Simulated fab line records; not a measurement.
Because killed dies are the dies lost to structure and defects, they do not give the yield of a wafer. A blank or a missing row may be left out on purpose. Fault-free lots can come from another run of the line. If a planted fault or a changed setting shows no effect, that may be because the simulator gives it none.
Matching of chambers    flow nand_harc    4 sister chambers for NHARC_A_BONDPAD_STRIP_15 on rie_diel-10
The step strips in O2. 4 wafers are shown with their chamber, then 7 later ones without.

## WAFERS, EACH WITH ITS CHAMBER
wafer   chamber  showerhead_plenum_p_Torr (Torr)
L882.1  0        3.54
L882.6  2        3.72
L884.3  1        3.58
L884.5  3        3.47

## WAFERS WITHOUT THEIR CHAMBER
wafer   showerhead_plenum_p_Torr (Torr)
L884.6  3.54
L886.1  3.72
L886.3  3.47
L886.5  3.71
L891.2  3.46
L891.3  3.71
L891.5  3.58

## CHAMBER TAKEN BY EACH
wafer   from the rows above  in truth
L884.6  0                    0
L886.1  2                    2
L886.3  3                    3
L886.5  2                    2
L891.2  3                    3
L891.3  2                    2
L891.5  1                    1
Correctly placed: 7 of 7. Left unplaced by these rows: 0. Number placed wrongly: 0.
How it was worked out, from the rows above alone: a wafer's distance from a chamber is the root of the sum, over the readings, of the square of ((its reading less the chamber's mean) divided by the reading's scatter). If the next closest chamber is less than 2 further off than the closest, the wafer can't be placed; otherwise it belongs to the closest. The mean given for a chamber averages the wafers shown for that chamber. The scatter: with one shown wafer a chamber, the root of the mean of the squares of how far each hidden wafer lies from its nearest shown one.
